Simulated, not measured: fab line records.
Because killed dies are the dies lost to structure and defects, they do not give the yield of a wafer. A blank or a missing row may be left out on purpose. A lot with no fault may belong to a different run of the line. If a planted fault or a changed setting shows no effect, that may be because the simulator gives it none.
Chamber matching | flow n5_finfet | rie_diel-04 running N5_HKMG_FIN_STRIP_90: 4 sister chambers
The step strips SOC in N2/H2, time 20 s. 20 wafers are shown with their chamber, then 10 later ones without.

## WAFERS PAIRED WITH THEIR CHAMBERS
wafer  | chamber | drypump_motor_current_A (A) | throttle_valve_pct (%) | showerhead_plenum_p_Torr (Torr)
L074.1 | 0       | 5.6                         | 19.38                  | 3.34
L074.2 | 3       | 5.6                         | 18.81                  | 3.22
L074.3 | 1       | 5.6                         | 19.44                  | 3.35
L076.1 | 0       | 5.6                         | 19.39                  | 3.34
L076.2 | 2       | 6.5                         | 19.54                  | 3.19
L076.4 | 1       | 5.6                         | 19.45                  | 3.35
L077.1 | 1       | 5.6                         | 19.45                  | 3.34
L077.5 | 0       | 5.6                         | 19.39                  | 3.33
L077.6 | 1       | 5.6                         | 19.47                  | 3.34
L079.1 | 0       | 5.6                         | 19.42                  | 3.33
L079.2 | 1       | 5.6                         | 19.47                  | 3.34
L079.3 | 2       | 6.6                         | 19.53                  | 3.19
L083.1 | 2       | 6.5                         | 19.56                  | 3.18
L083.3 | 3       | 5.6                         | 18.84                  | 3.21
L083.5 | 1       | 5.6                         | 19.48                  | 3.34
L086.2 | 0       | 5.6                         | 19.43                  | 3.32
L086.5 | 3       | 5.7                         | 18.86                  | 3.21
L086.6 | 0       | 5.6                         | 19.44                  | 3.32
L090.1 | 1       | 5.6                         | 19.50                  | 3.33
L090.3 | 3       | 5.6                         | 18.88                  | 3.20

SIGNATURES, as means of the wafers listed above
reading                  | chamber 0 | chamber 1 | chamber 2 | chamber 3 | scatter within a chamber
drypump_motor_current_A  | 5.600     | 5.600     | 6.533     | 5.625     | 0.0298
throttle_valve_pct       | 19.4083   | 19.4657   | 19.5433   | 18.8475   | 0.0234
showerhead_plenum_p_Torr | 3.3300    | 3.3414    | 3.1867    | 3.2100    | 0.00772
Rule: distance of a wafer from a chamber = root of the sum over the readings of ((wafer's reading minus chamber's mean) / reading's scatter) squared. If the next closest chamber is less than 2 further off than the closest, the wafer can't be placed; otherwise it belongs to the closest. The scatter: the root of (the sum of the squares of (reading less its chamber's mean) over the shown wafers, divided by (wafers less chambers)).

## WAFERS MISSING THEIR CHAMBER
wafer  | drypump_motor_current_A (A) | throttle_valve_pct (%) | showerhead_plenum_p_Torr (Torr)
L090.5 | 6.5                         | 19.17                  | 3.58
L093.1 | 5.6                         | 19.44                  | 3.32
L093.2 | 6.5                         | 19.17                  | 3.58
L093.4 | 5.6                         | 18.89                  | 3.20
L095.1 | 6.5                         | 19.16                  | 3.58
L095.4 | 5.7                         | 18.90                  | 3.20
L095.6 | 5.6                         | 19.45                  | 3.31
L096.2 | 6.5                         | 19.18                  | 3.58
L096.4 | 5.6                         | 18.90                  | 3.19
L096.6 | 5.6                         | 19.52                  | 3.32

## CHAMBER TAKEN BY EACH
wafer  | from the rows above     | in truth
L090.5 | can't be placed: 1 or 0 | 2
L093.1 | can't be placed: 0 or 1 | 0
L093.2 | can't be placed: 1 or 0 | 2
L093.4 | 3                       | 3
L095.1 | can't be placed: 1 or 0 | 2
L095.4 | 3                       | 3
L095.6 | can't be placed: 0 or 1 | 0
L096.2 | can't be placed: 1 or 0 | 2
L096.4 | 3                       | 3
L096.6 | can't be placed: 1 or 0 | 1
3 of 10 placed correctly. Cannot be placed on the basis of these rows: 7; the candidates contain the true chamber in 3. Number placed wrongly: 0.
